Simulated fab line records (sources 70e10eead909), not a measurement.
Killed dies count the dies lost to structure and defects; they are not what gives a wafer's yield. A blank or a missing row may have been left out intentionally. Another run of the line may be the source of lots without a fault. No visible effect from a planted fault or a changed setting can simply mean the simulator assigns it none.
What tool caused it?	flow nand harc	13 lots, 36 wafers sampled, at 4 steps of a route of 1159

== WHAT THE GAUGES READ, wafer by wafer ==
NHARC_THIN_TSV_CD_MEAS_12 targets a cd of 1000 nm.
lot	measured	on	cd nm (nm)
L224	day 19 07:02	cd sem-01	1001.7 997.9 999.1
L225	day 19 08:08	cd sem-01	998.1 1001.6 997.9
L226	day 19 17:08	cd sem-03	1001.4 997.8 1000.1
L227	day 20 01:26	cd sem-02	1001.0 1000.2 999.7
L228	day 20 09:34	cd sem-03	1001.5 1000.5 1000.2
L229	day 20 15:57	cd sem-01	1000.9 1001.0 999.8
L232	day 20 23:22	cd sem-03	1002.1 998.2 1001.5
L233	day 21 06:23	cd sem-02	1003.6 1001.9 1003.5
L231	day 21 17:29	cd sem-03	999.1 998.7 998.8
L230	day 21 18:32	cd sem-02	1001.5 1000.9 1000.6
L238	day 23 10:22	cd sem-03	999.9 998.7
L239	day 23 12:47	cd sem-03	1003.6
L245	day 24 11:43	cd sem-03	1000.2 1001.6 1000.3

NHARC_THIN_TSV_CD_MEAS_37.
lot	measured	on	cd nm (nm)
L224	day 19 14:25	cd sem-03	5005.1 4998.5 4998.9
L225	day 19 15:53	cd sem-03	4996.3 4999.8 4995.8
L226	day 20 00:48	cd sem-02	5003.9 4998.8 5002.5
L227	day 20 08:50	cd sem-01	5000.6 5000.7 5001.4
L228	day 20 17:08	cd sem-02	5000.0 5003.3 5000.7
L229	day 20 23:23	cd sem-02	5001.9 5000.9 5000.1
L232	day 21 06:50	cd sem-01	5002.6 4994.1 5001.9
L233	day 21 14:03	cd sem-02	5001.6 4998.9 5004.3
L231	day 22 00:47	cd sem-03	4998.9 5001.9 4999.1
L230	day 22 02:07	cd sem-03	4997.7 4999.8 4998.5
L238	day 23 19:12	cd sem-02	4997.8 4996.3
L239	day 23 22:37	cd sem-03	5001.4
L245	day 24 19:25	cd sem-02	4999.5 4999.5 5000.2

NHARC_THIN_TSV_INSPECT_40.
lot	measured	on	raw defect count
L224	day 19 18:50	defect inspect-01	411 411 382
L225	day 19 18:50	defect inspect-01	429 520 557
L226	day 20 05:14	defect inspect-01	466 607 488
L227	day 20 13:17	defect inspect-01	403 417 443
L228	day 20 21:34	defect inspect-01	508 362 422
L229	day 21 03:49	defect inspect-01	426 400 379
L232	day 21 11:16	defect inspect-01	415 464 463
L233	day 21 21:08	defect inspect-01	518 400 427
L231	day 22 06:59	defect inspect-02	313 384 390
L230	day 22 06:59	defect inspect-02	485 459 396
L238	day 23 23:25	defect inspect-01	423 388
L239	day 24 03:03	defect inspect-01	475
L245	day 24 23:55	defect inspect-02	507 446 410

== TOOL THAT RAN EACH LOT (tool first, then ch and the chambers of the sampled wafers, then the start) ==
lot	NHARC_THIN_TSV_ETCH_59
L224	rie metal-01 ch 0,1, day 19 13:15
L225	rie metal-01 ch 0, day 19 14:32
L226	rie metal-02 ch 0,1, day 19 23:34
L227	rie metal-03 ch 0,1, day 20 07:44
L228	rie metal-01 ch 0, day 20 15:40
L229	rie metal-02 ch 0,1, day 20 22:16
L232	rie metal-02 ch 0,1, day 21 05:33
L233	rie metal-01 ch 0, day 21 12:47
L231	rie metal-02 ch 0,1, day 21 23:41
L230	rie metal-03 ch 0,1, day 22 00:59
L238	rie metal-01 ch 0,1, day 23 17:35
L239	rie metal-01 ch 1, day 23 21:28
L245	rie metal-03 ch 0,1, day 24 18:16
- NHARC_THIN_TSV_ETCH_59: etches the open film in Cl2/BCl3, target depth 880 nm, time 138.1 s.

== WHAT THE TOOLS THEMSELVES READ (means of the sampled wafers that have a number; where no wafer has one, the mark that the record gives instead) ==
NHARC_THIN_TSV_ETCH_59.
lot	tool	drypump motor current A (A)	oes product au (a.u.)	rf fwd power W (W)	throttle valve pct (%)
L224	rie metal-01	5.4	1.012	896	22.266
L225	rie metal-01	5.2	1.002	896	22.254
L226	rie metal-02	5.8	0.986	890	22.267
L227	rie metal-03	6.1	1.003	899	22.264
L228	rie metal-01	5.2	0.998	899	22.259
L229	rie metal-02	5.8	0.990	893	22.262
L232	rie metal-02	6.0	0.985	894	22.254
L233	rie metal-01	5.2	0.987	896	22.266
L231	rie metal-02	6.0	0.994	895	22.252
L230	rie metal-03	6.1	1.011	895	22.273
L238	rie metal-01	5.5	0.984	896	22.280
L239	rie metal-01	5.6	1.000	899	22.254
L245	rie metal-03	5.8	0.993	897	22.272

== THE ANSWER, worked out from the rows above alone ==
Rule: usual is defined by the lots themselves. Put in order of their means at a reading, lots are off if they are a third of the lots or fewer, leave a main group of 4 or more, and stand apart from it by a gap of 3 or more times the standard deviation of the main group's means; of several such gaps the widest counts. A main group whose means are all the same, to the digits that the tables above print for the reading, isn't used. A lot without any number at a reading at which 4 lots or more have one is off too. The other lots that the step has rows for count as sound. Order of review: gauges by route order, followed by the tools' own readings, for which a lot's mean as printed above is used. At the first step where some lot is off, the reading lying furthest off is the one used; lots without a number count as furthest.
No lot is off on any of the readings shown, so nothing can be concluded from this.

== WHAT WAS PUT IN BY THE SIMULATOR ==
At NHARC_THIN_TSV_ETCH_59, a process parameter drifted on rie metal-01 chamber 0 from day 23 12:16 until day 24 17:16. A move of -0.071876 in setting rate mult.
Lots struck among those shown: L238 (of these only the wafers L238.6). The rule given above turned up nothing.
